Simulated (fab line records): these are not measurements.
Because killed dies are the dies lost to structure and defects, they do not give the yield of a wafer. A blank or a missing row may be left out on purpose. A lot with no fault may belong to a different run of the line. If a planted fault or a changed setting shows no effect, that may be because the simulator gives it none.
Matching of chambers    flow n5-finfet    N5_BEOL_M4_DEP_57 on pecvd-03: 3 sister chambers
The step deposits SiCN from 3MS/NH3, target thk 8 nm, time 14 s. 20 wafers are shown with their chamber, then 10 later ones without.

WAFERS PAIRED WITH THEIR CHAMBERS
wafer   chamber  showerhead-plenum-p-Torr (Torr)  throttle-valve-pct (%)
L081.2  1        3.666                            9.39
L081.4  1        3.683                            9.05
L081.5  0        3.694                            9.17
L080.1  0        3.693                            9.24
L080.2  1        3.678                            8.94
L080.4  0        3.691                            9.01
L085.1  0        3.701                            9.41
L085.3  1        3.672                            8.91
L085.5  1        3.676                            9.35
L086.1  2        3.639                            8.97
L086.2  0        3.692                            9.21
L086.3  1        3.672                            9.15
L087.1  0        3.691                            9.33
L087.3  2        3.634                            8.82
L087.4  0        3.693                            9.44
L088.1  2        3.634                            8.84
L088.4  2        3.640                            8.75
L088.5  1        3.672                            9.23
L094.1  2        3.641                            8.83
L094.2  1        3.669                            9.22

SIGNATURES (means of the wafers above)
reading                   chamber 0  chamber 1  chamber 2  scatter within a chamber
showerhead-plenum-p-Torr  3.69357    3.67350    3.63760    0.00432
throttle-valve-pct        9.2586     9.1550     8.8420     0.149
Rule: a wafer's distance from a chamber is the root of the sum, over the readings, of the square of ((its reading less the chamber's mean) divided by the reading's scatter). The wafer belongs to the nearest chamber; if the next one is less than 2 further off, it can't be placed. The scatter is the square root of a quotient: the sum, over the shown wafers, of each reading's squared deviation from its chamber's mean, divided by wafers minus chambers.

WAFERS WHOSE CHAMBER IS MISSING
wafer   showerhead-plenum-p-Torr (Torr)  throttle-valve-pct (%)
L094.4  3.668                            9.07
L093.1  3.640                            8.29
L093.2  3.689                            9.16
L093.4  3.694                            9.23
L095.2  3.645                            8.79
L095.3  3.695                            9.26
L095.4  3.675                            9.34
L096.3  3.641                            8.84
L096.5  3.635                            9.11
L096.6  3.671                            9.25

CHAMBER TAKEN BY EACH
wafer   from the rows above  in truth
L094.4  1                    1
L093.1  2                    2
L093.2  0                    0
L093.4  0                    0
L095.2  2                    2
L095.3  0                    0
L095.4  1                    1
L096.3  2                    2
L096.5  2                    2
L096.6  1                    1
10 of 10 placed correctly. Not placeable from these rows: 0. 0 placed wrongly.
